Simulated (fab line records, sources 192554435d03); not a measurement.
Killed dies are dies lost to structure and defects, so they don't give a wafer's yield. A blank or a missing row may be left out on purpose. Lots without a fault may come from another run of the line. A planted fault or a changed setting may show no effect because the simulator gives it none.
Split-lot experiment | flow n5_finfet | 7 lots, 21 wafers read, on a route of 1938 steps

THE SPLIT
At N5_BEOL_M8_DESCUM_33 (chemistry O2, time 7 s), the setting time_s was moved away from the recipe's 7 s on 9 of the 21 wafers read, by -18.4% to +21.6%. The other wafers ran this setting at the recipe's value.

FROM THE SPLIT TO THE READING: what the file shows between them, 1 step
- N5_BEOL_M8_ETCH_72: etches underlayer in N2/H2, target depth 6.5 nm, time 5.2 s

THE READING
CAR-EUV_of_BEOL_M8_COAT_22.thk_nm (the simulator's own value, which no gauge read), in nm, at N5_BEOL_M8_ETCH_65 (etches SiARC in CF4, target depth 15.6 nm, time 26 s). The file gives no usual value for it. The 12 wafers here that ran the recipe average 11.1 nm, standard deviation 0.12 nm.

wafer  | tool, chamber at the split | time_s as run, s | against the recipe | CAR-EUV_of_BEOL_M8_COAT_22.thk_nm, nm | against lot-mates on the recipe
L075.1 | rie_diel-01, 3,2           | 7                | recipe             | 11.2                                  | -
L075.4 | rie_diel-01, 3,2           | 7                | recipe             | 11.2                                  | -
L075.5 | rie_diel-01, 3             | 7.395            | +5.6%              | 11                                    | -0.2
L083.2 | rie_diel-02, 0             | 7                | recipe             | 11.2                                  | -
L083.4 | rie_diel-02, 0,3           | 7                | recipe             | 11.2                                  | -
L083.6 | rie_diel-02, 0,3           | 7                | recipe             | 11.2                                  | -
L082.1 | rie_diel-01, 0             | 7                | recipe             | 11                                    | -
L082.4 | rie_diel-01, 0,1           | 8.154            | +16.5%             | 10.4                                  | -0.6
L082.5 | rie_diel-01, 0,1           | 8.154            | +16.5%             | 10.4                                  | -0.6
L090.1 | rie_diel-02, 2             | 7                | recipe             | 11                                    | -
L090.3 | rie_diel-02, 3,2           | 5.719            | -18.3%             | 11.8                                  | +0.8
L090.6 | rie_diel-02, 3,2           | 5.719            | -18.3%             | 11.6                                  | +0.6
L096.2 | rie_diel-06, 0             | 5.711            | -18.4%             | 11.8                                  | +0.4
L096.6 | rie_diel-06, 3             | 5.711            | -18.4%             | 11.8                                  | +0.4
L096.4 | rie_diel-06, 2             | 7                | recipe             | 11.4                                  | -
L094.1 | rie_diel-01, 3,1,3         | 7                | recipe             | 11.2                                  | -
L094.2 | rie_diel-01, 3,1,3         | 7                | recipe             | 11                                    | -
L094.6 | rie_diel-01, 3,1,3         | 7                | recipe             | 11                                    | -
L092.1 | rie_diel-06, 2             | 8.51             | +21.6%             | 10.4                                  | -0.8
L092.2 | rie_diel-06, 3             | 8.51             | +21.6%             | 10.2                                  | -1.0
L092.4 | rie_diel-06, 2             | 7                | recipe             | 11.2                                  | -
Where a row lists several chambers, the file gives one row for several wafers and doesn't say which wafer went through which chamber.

THE FIT
A straight line over all 21 wafers: CAR-EUV_of_BEOL_M8_COAT_22.thk_nm changes by -0.0372 nm for each +1% of time_s; r = -0.97; the points scatter about the line by 0.12 nm.
The same after taking each lot's own level away (the mean of its wafers on the recipe; 21 wafers): -0.035 nm for each +1%; r = -0.97; scatter 0.11 nm.
On that fit, the largest move of time_s shifts the reading by 0.75 nm.
The lots' own levels span 11.00 to 11.40 nm, that is 3.4 times the standard deviation above.
So the lot-to-lot level changes the slope little: the two slopes agree.
Check: with one of the wafers moved furthest among these (+21.6%) left out of the fit, the line predicts -0.785 nm for it against its lot-mates. It came out at -0.8 nm against them.

OTHER SPLITS ON THESE WAFERS
These wafers also went through other splits before the reading. Each is held against what the fit with the lots' levels taken away leaves over:
other split on the same wafers    | wafers away from the commonest value | r with CAR-EUV_of_BEOL_M8_COAT_22.thk_nm (lot level and that fit taken away)
N5_BEOL_M7_EXPOSE_08 dose_mj      | 7                                    | -0.32
N5_BEOL_M8_HM_DEP_02 target_thk_a | 4                                    | -0.60
N5_BEOL_M8_PEB_09 peb_time_s      | 11                                   | +0.43

THE WHOLE CHAIN: every reading that the file lists as answering this split, in the file's order
step                 | what it does                                                | reading                                                                            | change (the file's fit)                | r (the file's)
N5_BEOL_M8_DESCUM_33 | chemistry O2, time 7 s                                      | CAR-EUV_of_BEOL_M8_COAT_22.thk_nm (the simulator's own value, which no gauge read) | -0.0328 nm for each +1% of the setting | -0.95
N5_BEOL_M8_ETCH_72   | etches underlayer in N2/H2, target depth 6.5 nm, time 5.2 s | CAR-EUV_of_BEOL_M8_COAT_22.thk_nm (the simulator's own value, which no gauge read) | -0.0336 nm for each +1% of the setting | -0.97
N5_BEOL_M8_ETCH_65   | etches SiARC in CF4, target depth 15.6 nm, time 26 s        | CAR-EUV_of_BEOL_M8_COAT_22.thk_nm (the simulator's own value, which no gauge read) | -0.0351 nm for each +1% of the setting | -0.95

THE FILE'S OWN FIT
CAR-EUV_of_BEOL_M8_COAT_22.thk_nm changes by -0.0351 nm for each +1% of time_s, r = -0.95.
